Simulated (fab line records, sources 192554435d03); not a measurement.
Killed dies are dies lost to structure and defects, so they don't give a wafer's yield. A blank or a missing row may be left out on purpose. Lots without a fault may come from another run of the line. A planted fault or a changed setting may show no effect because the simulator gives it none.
Which tool did it? | flow n5_finfet | 12 lots, 36 wafers sampled, at 5 steps of a route of 1938

WHAT THE GAUGES READ, wafer by wafer
N5_FIN_SAQP_INSPECT_40: inspects for defects (brightfield).
lot  | measured    | on                | raw_defect_count
L075 | day 2 10:46 | defect_inspect-02 | 130 167 184
L077 | day 2 21:07 | defect_inspect-01 | 199 246 228
L079 | day 3 08:19 | defect_inspect-02 | 271 194 360
L081 | day 3 20:16 | defect_inspect-02 | 210 184 222
L083 | day 4 08:35 | defect_inspect-02 | 212 197 118
L085 | day 4 22:05 | defect_inspect-01 | 212 178 211
L087 | day 5 09:10 | defect_inspect-02 | 221 188 191
L089 | day 5 21:16 | defect_inspect-01 | 256 210 127
L091 | day 6 10:21 | defect_inspect-01 | 267 209 285
L093 | day 6 22:26 | defect_inspect-01 | 243 180 207
L095 | day 7 12:31 | defect_inspect-02 | 274 248 458
L097 | day 7 23:48 | defect_inspect-01 | 278 207 236

WHICH TOOL RAN EACH LOT (tool, then ch and the chambers of the sampled wafers, then the start)
lot  | N5_FIN_SAQP_SPACER1_ETCHBACK_25   | N5_FIN_SAQP_ETCH_69               | N5_FIN_SAQP_RECESS_71             | N5_FIN_SAQP_SPACER2_ALD_28
L075 | rie_diel-06 ch 1,2,3, day 2 06:09 | rie_diel-05 ch 0,2,3, day 2 07:09 | vapor_etch-01 ch 0,1, day 2 07:21 | ald_sin-03 ch 1,2, day 2 09:17
L077 | rie_diel-05 ch 0,2,3, day 2 17:38 | rie_diel-05 ch 0,1,2, day 2 18:40 | vapor_etch-02 ch 0,1, day 2 18:52 | ald_sin-03 ch 0,2,3, day 2 20:00
L079 | rie_diel-05 ch 0,1,3, day 3 05:52 | rie_diel-05 ch 0,1,3, day 3 06:55 | vapor_etch-01 ch 0,1, day 3 07:04 | ald_sin-03 ch 0,2,3, day 3 07:13
L081 | rie_diel-02 ch 0,1,3, day 3 17:41 | rie_diel-02 ch 1,3, day 3 18:37   | vapor_etch-01 ch 0, day 3 18:46   | ald_sin-02 ch 1,3, day 3 19:08
L083 | rie_diel-02 ch 1,2,3, day 4 05:57 | rie_diel-05 ch 2,3, day 4 06:53   | vapor_etch-01 ch 0,1, day 4 07:03 | ald_sin-01 ch 1,3, day 4 07:21
L085 | rie_diel-06 ch 0,1,2, day 4 18:39 | rie_diel-02 ch 2,3, day 4 19:37   | vapor_etch-01 ch 0,1, day 4 19:46 | ald_sin-03 ch 0,1,3, day 4 20:59
L087 | rie_diel-05 ch 0,2,3, day 5 06:31 | rie_diel-02 ch 0,3, day 5 07:40   | vapor_etch-02 ch 0,1, day 5 07:52 | ald_sin-02 ch 0,1,3, day 5 07:58
L089 | rie_diel-05 ch 0,3, day 5 18:17   | rie_diel-06 ch 0,3, day 5 19:26   | vapor_etch-02 ch 0,1, day 5 19:38 | ald_sin-01 ch 1,2,3, day 5 19:44
L091 | rie_diel-05 ch 0,1,3, day 6 07:44 | rie_diel-06 ch 1,2,3, day 6 08:56 | vapor_etch-02 ch 0,1, day 6 09:06 | ald_sin-01 ch 0,1,2, day 6 09:14
L093 | rie_diel-06 ch 2,3, day 6 19:42   | rie_diel-05 ch 1,2, day 6 20:46   | vapor_etch-01 ch 0,1, day 6 20:56 | ald_sin-02 ch 0,1, day 6 21:05
L095 | rie_diel-06 ch 1,2, day 7 08:06   | rie_diel-02 ch 1,2,3, day 7 09:17 | vapor_etch-02 ch 0,1, day 7 09:27 | ald_sin-01 ch 0,1,3, day 7 11:01
L097 | rie_diel-02 ch 1,2,3, day 7 21:25 | rie_diel-02 ch 0,1,3, day 7 22:20 | vapor_etch-02 ch 0,1, day 7 22:30 | ald_sin-01 ch 2,3, day 7 22:41
- N5_FIN_SAQP_SPACER1_ETCHBACK_25: etches SiO2 in CHF3/O2, target depth 24.4 nm, time 12.2 s.
- N5_FIN_SAQP_ETCH_69: etches SOC in N2/H2, stops on SiNx, target depth 150 nm.
- N5_FIN_SAQP_RECESS_71: chemistry HF/NH3, target SiO2, target depth 3 nm, afs cycles 1, sublimation time 60 s.
- N5_FIN_SAQP_SPACER2_ALD_28: deposits SiO2, target thk 8.1 nm, pulse time 1 s, purge time 2 s.

THE ANSWER, worked out from the rows above alone
Rule: what is usual is taken from the lots themselves. Put in order of their means at a reading, lots are off if they are a third of the lots or fewer, leave a main group of 4 or more, and stand apart from it by a gap of 3 or more times the standard deviation of the main group's means; of several such gaps the widest counts. A main group whose means are all the same, to the digits that the tables above print for the reading, isn't used. A lot without any number at a reading at which 4 lots or more have one is off too. The other lots that the step has rows for count as sound.
No lot is off at any reading shown: from this, nothing can be told.

WHAT THE SIMULATOR HAD PUT IN
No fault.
